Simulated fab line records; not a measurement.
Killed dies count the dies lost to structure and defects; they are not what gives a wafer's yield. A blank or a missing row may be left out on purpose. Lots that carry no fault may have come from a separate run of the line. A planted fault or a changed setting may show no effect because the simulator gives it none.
Which tool did it? ; flow n5 finfet ; 11 lots, 33 wafers sampled, at 2 steps of a route of 1938

== WHAT THE GAUGES READ, wafer by wafer ==
N5_PASSIVATION_CD_MEAS_10 targets a cd of 3000 nm.
lot;measured;on;cd nm (nm)
L512;day 12 21:14;cd sem-03;3005 2995 3001
L513;day 13 12:31;cd sem-01;2999 2997 2991
L520;day 15 13:29;cd sem-02;2998 3002 2994
L521;day 15 13:20;cd sem-03;3000 3001 2999
L524;day 16 10:30;cd sem-03;2995 2997 2998
L526;day 16 18:15;cd sem-02;2995 2995 2998
L527;day 16 21:14;cd sem-03;2999 2996 2995
L529;day 17 12:03;cd sem-01;3002 3007 3005
L530;day 17 16:48;cd sem-02;3000 3000 3001
L531;day 18 09:05;cd sem-01;2997 3000 2997
L532;day 18 12:12;cd sem-01;2995 2995 2991

== WHAT TOOL EACH LOT RAN ON (gives the tool, then ch and the chambers of the sampled wafers, and finally the start) ==
lot;N5_GATE_CUT_VAPOR_ETCH_60
L512;rie metal-01 ch 0,1, day 5 01:23
L513;rie metal-01 ch 0,1, day 5 10:21
L520;rie metal-03 ch 1, day 7 03:50
L521;rie metal-03 ch 0,1, day 7 07:16
L524;rie metal-01 ch 0,1, day 8 04:41
L526;rie metal-02 ch 0,1, day 8 13:35
L527;rie metal-01 ch 0, day 8 20:28
L529;rie metal-01 ch 0,1, day 9 09:08
L530;rie metal-01 ch 0,1, day 9 19:44
L531;rie metal-02 ch 0,1, day 9 20:19
L532;rie metal-03 ch 0,1, day 10 01:10
- N5_GATE_CUT_VAPOR_ETCH_60: etches HfO2 in BCl3/Cl2.

== AS READ BY THE TOOLS THEMSELVES (means over the sampled wafers that have a number; for cases with no such wafer, the mark the record gives instead) ==
N5_GATE_CUT_VAPOR_ETCH_60.
lot;tool;drypump motor current A (A);oes product au (a.u.)
L512;rie metal-01;5.7;0.71
L513;rie metal-01;5.7;0.71
L520;rie metal-03;5.9;0.81
L521;rie metal-03;5.8;0.78
L524;rie metal-01;5.5;0.64
L526;rie metal-02;6.2;0.80
L527;rie metal-01;5.8;0.76
L529;rie metal-01;5.7;0.84
L530;rie metal-01;5.5;0.92
L531;rie metal-02;5.8;0.72
L532;rie metal-03;5.8;0.77

== THE ANSWER, worked out from the rows above alone ==
Rule: what is usual is taken from the lots themselves. Put in order of their means at a reading, lots are off if they are a third of the lots or fewer, leave a main group of 4 or more, and stand apart from it by a gap of 3 or more times the standard deviation of the main group's means; of several such gaps the widest counts. The tables above print the reading to a certain number of digits; a main group whose means all agree to those digits is not used. A lot without any number at a reading at which 4 lots or more have one is off too. All remaining lots with rows at the step are treated as sound. The gauges are gone through in route order, then the tools' own readings, and for those a lot's mean is taken as printed above. At the first step where some lot is off, the reading lying furthest off is the one used; lots without a number count as furthest.
None of the lots is off at any reading shown; this tells nothing.

== WHAT HAD BEEN PUT IN BY THE SIMULATOR ==
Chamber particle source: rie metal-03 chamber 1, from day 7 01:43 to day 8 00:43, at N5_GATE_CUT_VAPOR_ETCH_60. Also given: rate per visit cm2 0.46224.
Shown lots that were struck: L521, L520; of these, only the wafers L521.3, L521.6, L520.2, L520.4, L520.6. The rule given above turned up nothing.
